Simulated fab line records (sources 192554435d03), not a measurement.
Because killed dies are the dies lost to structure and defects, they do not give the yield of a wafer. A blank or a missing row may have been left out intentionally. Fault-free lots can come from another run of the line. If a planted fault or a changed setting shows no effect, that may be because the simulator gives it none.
Code-filled problem report in 8D (eight disciplines) form    flow n5 finfet    the parts of the form that need people (team, actions taken, sign-off) are left out

1. THE ISSUE
At N5_MOL_CONTACT_COAG_COAT_64, spin speed rpm averages 1446.0 rpm over 6 wafers from 2 lots, while fault-free wafers read 1499.9 rpm, standard deviation 1.1. Relative to the usual mean, that is a shift of -49 standard deviations.
The step: time 60 s, resist thk 10 nm.
First seen on wafer L382.1, day 8 22:13, on litho track-04. The record has a number at this step for 27 wafers belonging to 9 lots. Rule for "out", or "out of limits": more than 4 standard deviations from the usual mean. The rest of the wafers with a number are treated as sound.

2. WHAT IT IS, WHAT IT ISN'T
question                     is                      is not
which readings at this step  spin speed rpm          chill plate temp C
which lots                   L382, L387              L372, L373, L375, L376, L378, L388, L390
which wafers of those lots   all that have a number  -
read on which tools          litho track-04          litho track-03, litho track-05
when                         from day 8 22:13        up to then (15 sound wafers); but 6 sound wafers of L388, L390 came after

3. WHAT RULES OUT EACH SUSPECT
Counting: a tool at a process step up to the reading stays a suspect if it ran every lot that is out and no sound lot after the first of them.
- litho track-04 at N5_MOL_CONTACT_COAG_COAT_64 (time 60 s, resist thk 10 nm): kept. It ran every lot that is out, first L382 (day 8 22:13), and no sound lot after that; its last sound lot up to then is L378 (day 7 20:44). Its own spin speed rpm readings are out on those wafers.
Left after counting: litho track-04 at N5_MOL_CONTACT_COAG_COAT_64.

4. THE CAUSE (what the simulator had put in)
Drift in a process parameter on litho track-04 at N5_MOL_CONTACT_COAG_COAT_64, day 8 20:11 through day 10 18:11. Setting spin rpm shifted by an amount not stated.
The count eliminated every tool but this one.

5. THE EFFECT CHAIN, in route order
Rows list readings where the struck wafers' mean (over those with a number) sits beyond 3 standard deviations from the usual. Scope: only readings with a usual standard deviation given in the record; hours: median across lots of the time from each lot's start at the first step in this table that gives one to its start at this step; sigmas: change in usual standard deviations.
hours  step                         reading         usual       on struck wafers  change  sigmas
0      N5_MOL_CONTACT_COAG_COAT_64  spin speed rpm  1499.9 rpm  1446.0            -53.9   -49
Its process steps:
- N5_MOL_CONTACT_COAG_COAT_64: time 60 s, resist thk 10 nm.
Later steps that measure or inspect, where all struck wafers having a row at the step show a number for every such reading and not one has moved that far: N5_BEOL_M4_RC_MEAS_101.

6. WHAT WOULD HAVE CAUGHT IT SOONER
First out-of-limits reading in this record: day 8 22:13, which is 2 hours after fault onset at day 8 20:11.
